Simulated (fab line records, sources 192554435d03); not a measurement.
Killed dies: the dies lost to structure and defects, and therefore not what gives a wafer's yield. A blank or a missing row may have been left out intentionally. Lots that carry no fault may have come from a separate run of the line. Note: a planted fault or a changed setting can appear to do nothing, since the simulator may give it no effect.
Split-lot trial :: flow n5_finfet :: 21 wafers read across 7 lots, on a route 1938 steps long

== THE SPLIT ITSELF ==
At N5_MOL_CONTACT_COAG_ALD_133 (deposits SiO2, target thk 5 nm, pulse time 1 s, co reactant pulse time 1 s), the setting ald_cycles was moved away from the recipe's 35 on 9 of the 21 wafers read, by -11.4% to +14.3%. This setting was run at the recipe's value on the other wafers.

Reading taken at the split's own step.

== THE READING ==
SiO2_of_MOL_CONTACT_COAG_ALD_133.thk_nm (the simulator's own value, which no gauge read), in nm, at N5_MOL_CONTACT_COAG_ALD_133 (deposits SiO2, target thk 5 nm, pulse time 1 s, co reactant pulse time 1 s). The file gives no usual value for it.

wafer: L079.3
tool, chamber at the split: ald_sin-04, 3
ald_cycles as run: 35
against the recipe: recipe
SiO2_of_MOL_CONTACT_COAG_ALD_133.thk_nm, nm: 5
against lot-mates on the recipe: -

wafer: L079.4
tool, chamber at the split: ald_sin-04, 0,3
ald_cycles as run: 33
against the recipe: -5.7%
SiO2_of_MOL_CONTACT_COAG_ALD_133.thk_nm, nm: 4.8
against lot-mates on the recipe: -0.2

wafer: L079.6
tool, chamber at the split: ald_sin-04, 0,3
ald_cycles as run: 33
against the recipe: -5.7%
SiO2_of_MOL_CONTACT_COAG_ALD_133.thk_nm, nm: 4.8
against lot-mates on the recipe: -0.2

wafer: L085.1
tool, chamber at the split: ald_sin-04, 0
ald_cycles as run: 35
against the recipe: recipe
SiO2_of_MOL_CONTACT_COAG_ALD_133.thk_nm, nm: 5
against lot-mates on the recipe: -

wafer: L085.4
tool, chamber at the split: ald_sin-04, 2,0
ald_cycles as run: 40
against the recipe: +14.3%
SiO2_of_MOL_CONTACT_COAG_ALD_133.thk_nm, nm: 5.8
against lot-mates on the recipe: +0.8

wafer: L085.5
tool, chamber at the split: ald_sin-04, 2,0
ald_cycles as run: 40
against the recipe: +14.3%
SiO2_of_MOL_CONTACT_COAG_ALD_133.thk_nm, nm: 5.8
against lot-mates on the recipe: +0.8

wafer: L087.2
tool, chamber at the split: ald_sin-02, 1,3,1
ald_cycles as run: 35
against the recipe: recipe
SiO2_of_MOL_CONTACT_COAG_ALD_133.thk_nm, nm: 5
against lot-mates on the recipe: -

wafer: L087.3
tool, chamber at the split: ald_sin-02, 1,3,1
ald_cycles as run: 35
against the recipe: recipe
SiO2_of_MOL_CONTACT_COAG_ALD_133.thk_nm, nm: 5
against lot-mates on the recipe: -

wafer: L087.5
tool, chamber at the split: ald_sin-02, 1,3,1
ald_cycles as run: 35
against the recipe: recipe
SiO2_of_MOL_CONTACT_COAG_ALD_133.thk_nm, nm: 5
against lot-mates on the recipe: -

wafer: L089.3
tool, chamber at the split: ald_sin-04, 3
ald_cycles as run: 37
against the recipe: +5.7%
SiO2_of_MOL_CONTACT_COAG_ALD_133.thk_nm, nm: 5.4
against lot-mates on the recipe: +0.4

wafer: L089.5
tool, chamber at the split: ald_sin-04, 2
ald_cycles as run: 35
against the recipe: recipe
SiO2_of_MOL_CONTACT_COAG_ALD_133.thk_nm, nm: 5
against lot-mates on the recipe: -

wafer: L089.6
tool, chamber at the split: ald_sin-04, 1
ald_cycles as run: 37
against the recipe: +5.7%
SiO2_of_MOL_CONTACT_COAG_ALD_133.thk_nm, nm: 5.2
against lot-mates on the recipe: +0.2

wafer: L090.2
tool, chamber at the split: ald_sin-03, 1,2
ald_cycles as run: 32
against the recipe: -8.6%
SiO2_of_MOL_CONTACT_COAG_ALD_133.thk_nm, nm: 4.6
against lot-mates on the recipe: -0.4

wafer: L090.6
tool, chamber at the split: ald_sin-03, 1,2
ald_cycles as run: 32
against the recipe: -8.6%
SiO2_of_MOL_CONTACT_COAG_ALD_133.thk_nm, nm: 4.6
against lot-mates on the recipe: -0.4

wafer: L090.5
tool, chamber at the split: ald_sin-03, 3
ald_cycles as run: 35
against the recipe: recipe
SiO2_of_MOL_CONTACT_COAG_ALD_133.thk_nm, nm: 5
against lot-mates on the recipe: -

wafer: L094.1
tool, chamber at the split: ald_sin-04, 0
ald_cycles as run: 35
against the recipe: recipe
SiO2_of_MOL_CONTACT_COAG_ALD_133.thk_nm, nm: 5
against lot-mates on the recipe: -

wafer: L094.6
tool, chamber at the split: ald_sin-04, 0
ald_cycles as run: 35
against the recipe: recipe
SiO2_of_MOL_CONTACT_COAG_ALD_133.thk_nm, nm: 5
against lot-mates on the recipe: -

wafer: L094.4
tool, chamber at the split: ald_sin-04, 3
ald_cycles as run: 31
against the recipe: -11.4%
SiO2_of_MOL_CONTACT_COAG_ALD_133.thk_nm, nm: 4.4
against lot-mates on the recipe: -0.6

wafer: L097.2
tool, chamber at the split: ald_sin-03, 0,1,2
ald_cycles as run: 35
against the recipe: recipe
SiO2_of_MOL_CONTACT_COAG_ALD_133.thk_nm, nm: 5
against lot-mates on the recipe: -

wafer: L097.3
tool, chamber at the split: ald_sin-03, 0,1,2
ald_cycles as run: 35
against the recipe: recipe
SiO2_of_MOL_CONTACT_COAG_ALD_133.thk_nm, nm: 5
against lot-mates on the recipe: -

wafer: L097.6
tool, chamber at the split: ald_sin-03, 0,1,2
ald_cycles as run: 35
against the recipe: recipe
SiO2_of_MOL_CONTACT_COAG_ALD_133.thk_nm, nm: 5
against lot-mates on the recipe: -
Rows listing several chambers each stand for several wafers; the file does not say which wafer went through which chamber.

FIT RESULTS
A straight line over all 21 wafers: SiO2_of_MOL_CONTACT_COAG_ALD_133.thk_nm changes by +0.0518 nm for each +1% of ald_cycles; r = +0.99; the points scatter about the line by 0.047 nm.
The same after taking each lot's own level away (the mean of its wafers on the recipe; 21 wafers): +0.0518 nm for each +1%; r = +0.99; scatter 0.047 nm.
That fit puts the effect of the largest move of ald_cycles on the reading at 0.74 nm.
The lots' own levels span 5.00 to 5.00 nm.
The two slopes are in agreement: the lot-to-lot level therefore moves the slope only a little.
Check: +0.742 nm against its lot-mates is what the line predicts for one of the wafers moved furthest among these (+14.3%) when that wafer is left out of the fit. Against them it came out at +0.8 nm.

== OTHER SPLITS ON THESE WAFERS ==
These wafers also went through other splits before the reading. Each is held against what the fit with the lots' levels taken away leaves over:
other split on the same wafers: N5_MOL_CONTACT_COAG_COAT_103 spin_rpm
wafers away from the commonest value: 5
r with SiO2_of_MOL_CONTACT_COAG_ALD_133.thk_nm (lot level and that fit taken away): +0.28

other split on the same wafers: N5_MOL_CONTACT_COAG_CMP_23 down_force_psi
wafers away from the commonest value: 3
r with SiO2_of_MOL_CONTACT_COAG_ALD_133.thk_nm (lot level and that fit taken away): +0.28

other split on the same wafers: N5_MOL_CONTACT_COAG_EXPOSE_37 dose_mj
wafers away from the commonest value: 9
r with SiO2_of_MOL_CONTACT_COAG_ALD_133.thk_nm (lot level and that fit taken away): +0.38

== THE FILE'S OWN FIT ==
SiO2_of_MOL_CONTACT_COAG_ALD_133.thk_nm changes by +0.0519 nm for each +1% of ald_cycles, r = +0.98.
